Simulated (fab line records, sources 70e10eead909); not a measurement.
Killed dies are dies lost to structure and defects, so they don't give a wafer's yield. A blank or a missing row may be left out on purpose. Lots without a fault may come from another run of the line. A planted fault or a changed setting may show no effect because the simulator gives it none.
Which tool did it? | flow nand_harc | 6 lots, 18 wafers sampled, at 4 steps of a route of 1159

WHAT THE GAUGES READ, wafer by wafer
NHARC_END_WLT_00.
lot  | measured     | on        | VT_DECK1_BOTTOM
L337 | day 19 08:50 | prober-01 | 0.867 0.869 0.870
L341 | day 20 08:13 | prober-02 | 0.890 0.876 0.881
L345 | day 21 09:28 | prober-01 | 0.850 0.860 0.847
L348 | day 22 01:33 | prober-01 | 0.866 0.861 0.854
L346 | day 22 10:46 | prober-02 | 0.879 0.865 0.879
L358 | day 24 14:54 | prober-02 | 0.867 0.870 0.871

WHICH TOOL RAN EACH LOT (tool, then ch and the chambers of the sampled wafers, then the start)
lot  | NHARC_A_CONTACT_ETCH_127             | NHARC_A_BONDPAD_DESCUM_11          | NHARC_THIN_TSV_STRIP_62
L337 | har_cap_etch-01 ch 0,1, day 16 19:20 | rie_diel-08 ch 0,1,2, day 18 01:20 | plasma_asher-02 ch 0,1, day 18 23:10
L341 | har_cap_etch-03 ch 0,1, day 17 21:28 | rie_diel-04 ch 0,1, day 19 02:53   | plasma_asher-02 ch 0,1, day 19 20:23
L345 | har_cap_etch-01 ch 0,1, day 19 01:22 | rie_diel-09 ch 0,2,3, day 20 08:48 | plasma_asher-02 ch 0,1, day 21 02:37
L348 | har_cap_etch-03 ch 0,1, day 19 11:53 | rie_diel-08 ch 0,1,3, day 20 14:06 | plasma_asher-01 ch 0,1, day 21 11:48
L346 | har_cap_etch-01 ch 0,1, day 20 01:59 | rie_diel-04 ch 0,1,3, day 21 03:50 | plasma_asher-02 ch 0,1, day 22 01:53
L358 | har_cap_etch-02 ch 0,1, day 22 08:40 | rie_diel-09 ch 1,2,3, day 23 12:02 | plasma_asher-01 ch 0,1, day 24 05:38
- NHARC_A_CONTACT_ETCH_127: etches the open film in C4F8/O2/Ar, time 155 s, target depth 956 nm.
- NHARC_A_BONDPAD_DESCUM_11: chemistry O2, time 3 s.
- NHARC_THIN_TSV_STRIP_62: strips in N2/H2, time 20 s.

THE ANSWER, worked out from the rows above alone
Rule: what is usual is taken from the lots themselves. Put in order of their means at a reading, lots are off if they are a third of the lots or fewer, leave a main group of 4 or more, and stand apart from it by a gap of 3 or more times the standard deviation of the main group's means; of several such gaps the widest counts. A main group whose means are all the same, to the digits that the tables above print for the reading, isn't used. A lot without any number at a reading at which 4 lots or more have one is off too. The other lots that the step has rows for count as sound.
No lot is off at any reading shown: from this, nothing can be told.

WHAT THE SIMULATOR HAD PUT IN
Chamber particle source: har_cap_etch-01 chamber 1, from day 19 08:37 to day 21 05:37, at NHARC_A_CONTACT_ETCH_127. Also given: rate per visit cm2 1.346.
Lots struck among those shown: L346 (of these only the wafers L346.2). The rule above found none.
